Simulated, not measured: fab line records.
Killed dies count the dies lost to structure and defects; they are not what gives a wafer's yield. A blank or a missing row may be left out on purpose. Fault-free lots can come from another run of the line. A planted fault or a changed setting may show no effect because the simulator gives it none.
A lot that was struck, set against a sound lot	flow nand_harc	41 steps out of a route of 1159
Sound: wafers L592.4, L592.5, L592.6. Struck: wafer L608.1. (L608.3, L608.6 of the same lot were not struck and are left out.) The cause comes at the end.
Each step with rows lists, per side, the tool, then ch with its chambers, then its first start. Under that, the readings that differ: sound wafers	struck wafers	difference of the means	sigmas: that difference in standard deviations of wafers without a fault.
alike: a reading whose means differ by less than 2 such deviations, as well as words and numbers matching on both sides. not compared: withheld readings; readings where some wafer has no value; bounds like >300 that might hide an equal value; numbers whose values overlap and for which the record gives no deviation.
A row with sigmas, a row that says differs or no value, or rows on one side alone: a step with any of these is where the two part. When numbers do not overlap yet have no deviation, they are printed without sigmas and do not part them. A reading missing from all wafers of one side parts the sides only when that side holds two or more wafers.

NHARC_A_M1_OVL_MEAS_10: pitch 240 nm.
  sound: overlay-02 at day 18 03:01; struck: overlay-02 at day 21 18:44
reading	sound	struck	difference	sigmas
overlay_y_nm (nm)	-0.2 0.1 0.5	-1.9	-2.0	-3
  alike: overlay_x_nm
NHARC_A_M1_INSPECT_11:
  sound: defect_inspect-01 at day 18 03:03; struck: defect_inspect-01 at day 21 18:46
  alike: raw_defect_count
then, 3 steps without rows for these wafers: NHARC_A_M1_DESCUM_14 (chemistry O2, time 3 s); NHARC_A_M1_ETCH_35 (etches the open film in N2/H2, target depth 40 nm, overetch 12 nm, time 43.94 s); NHARC_A_M1_ETCH_15 (etches the open film in C4F8/Ar, target depth 182.5 nm, time 91.2 s).
NHARC_A_M1_CD_MEAS_16:
  sound: cd_sem-03 at day 18 03:34; struck: cd_sem-02 at day 21 19:11
  alike: cd_nm
then, 6 steps without rows for these wafers: NHARC_A_M1_STRIP_18 (strips in N2/H2); NHARC_A_M1_ETCH_28 (etches the open film in CF4/N2, target depth 30 nm, time 72.99 s); NHARC_A_M1_STRIP_19 (strips in post etch residue remover, time 600 s); NHARC_A_M1_DEGAS_29 (time 60 s); NHARC_A_M1_PRE_CLEAN_30 (time 30 s); NHARC_A_M1_PVD_20 (deposits TaN, target thk 5 nm, time 8.06 s).
NHARC_A_M1_PVD_21: deposits Cu, target thk 30 nm, time 20.49 s.
  sound: pvd_sputter-01 at day 18 04:31; struck: pvd_sputter-01 at day 21 20:08
  alike: throttle_valve_pct
then, 4 steps without rows for these wafers: NHARC_A_M1_ECD_22 (material Cu, target thk 400 nm); NHARC_A_M1_ANNEAL_31 (time 90 s); NHARC_A_M1_CMP_23 (polishes, t overpolish 20 s, target thk 154.34 nm); NHARC_A_M1_SRD_25.
NHARC_A_M1_INSPECT_27:
  sound: defect_inspect-01 at day 18 05:49; struck: defect_inspect-02 at day 21 21:29
  alike: raw_defect_count
NHARC_A_M1_PRE_CLEAN_32: time 12 s.
  sound on pecvd-02 ch 0,1,2, day 18 05:56; struck on pecvd-01 ch 1, day 21 21:35
reading	sound	struck	difference	sigmas
heater_power_w (W)	689 445 626	821	+234	+2
NHARC_A_M1_DEP_33: deposits SiCN, target thk 30 nm.
  sound on pecvd-02 ch 0,1,2, day 18 06:06; struck on pecvd-01 ch 1, day 21 21:41
  alike: heater_power_w, showerhead_vpp_V
NHARC_A_BONDPAD_DEP_00: deposits SiCN, target thk 250 nm.
  the record has rows for the sound wafers here (pecvd-04 ch 0,1,2, day 18 06:39) and none for the struck ones
then, 1 step without rows for these wafers: NHARC_A_BONDPAD_CMP_29 (polishes SiCN, target thk 200 nm).
NHARC_A_BONDPAD_THK_MEAS_30: measures by ellipsometry.
  the record holds rows for the sound wafers here (film_metro-02, day 18 07:11) but none for the struck ones
then, 10 steps without rows for these wafers: NHARC_A_BONDPAD_SRD_31; NHARC_A_BONDPAD_DEHYDRATE_01 (time 120 s); NHARC_A_BONDPAD_HMDS_02 (time 30 s); NHARC_A_BONDPAD_COAT_33 (time 65 s); NHARC_A_BONDPAD_COAT_03 (resist thk 600 nm); NHARC_A_BONDPAD_SOFTBAKE_04 (time 70 s); NHARC_A_BONDPAD_EBR_05; NHARC_A_BONDPAD_EXPOSE_06 (exposes mask A BPAD); NHARC_A_BONDPAD_PEB_07 (peb time 80 s); NHARC_A_BONDPAD_DEVELOP_08 (time 50 s).
NHARC_A_BONDPAD_CD_MEAS_09: target cd 500 nm.
  the record has rows for the sound wafers here (cd_sem-01 ch 0, day 18 07:45) and none for the struck ones
NHARC_A_BONDPAD_OVL_MEAS_35:
  the record holds rows for the sound wafers here (overlay-02, day 18 07:50) but none for the struck ones
then, 2 steps without rows for these wafers: NHARC_A_BONDPAD_HARDBAKE_10 (time 65 s); NHARC_A_BONDPAD_DESCUM_11 (chemistry O2, time 3 s).
NHARC_A_BONDPAD_ETCH_34: etches the open film in N2/H2, target depth 60 nm, overetch 18 nm, time 65.91 s.
  the record has rows for the sound wafers here (rie_diel-02 ch 0,1, day 18 08:02) and none for the struck ones
NHARC_A_BONDPAD_ETCH_12: etches the open film in CHF3/O2, target depth 220 nm, time 110 s.
  the record has rows for the sound wafers here (rie_diel-02 ch 0,1) and none for the struck ones
NHARC_A_BONDPAD_CD_MEAS_13:
  the record holds rows for the sound wafers here (cd_sem-01, day 18 08:18) but none for the struck ones
NHARC_END_SORT_01:
  here the record holds rows for the struck wafers (prober-02 ch 0, day 23 12:32) but none for the sound ones

## WHERE THEY PART
At NHARC_A_M1_OVL_MEAS_10 first; at NHARC_END_SORT_01 last (within this record only).

WHY: the cause the simulator had injected
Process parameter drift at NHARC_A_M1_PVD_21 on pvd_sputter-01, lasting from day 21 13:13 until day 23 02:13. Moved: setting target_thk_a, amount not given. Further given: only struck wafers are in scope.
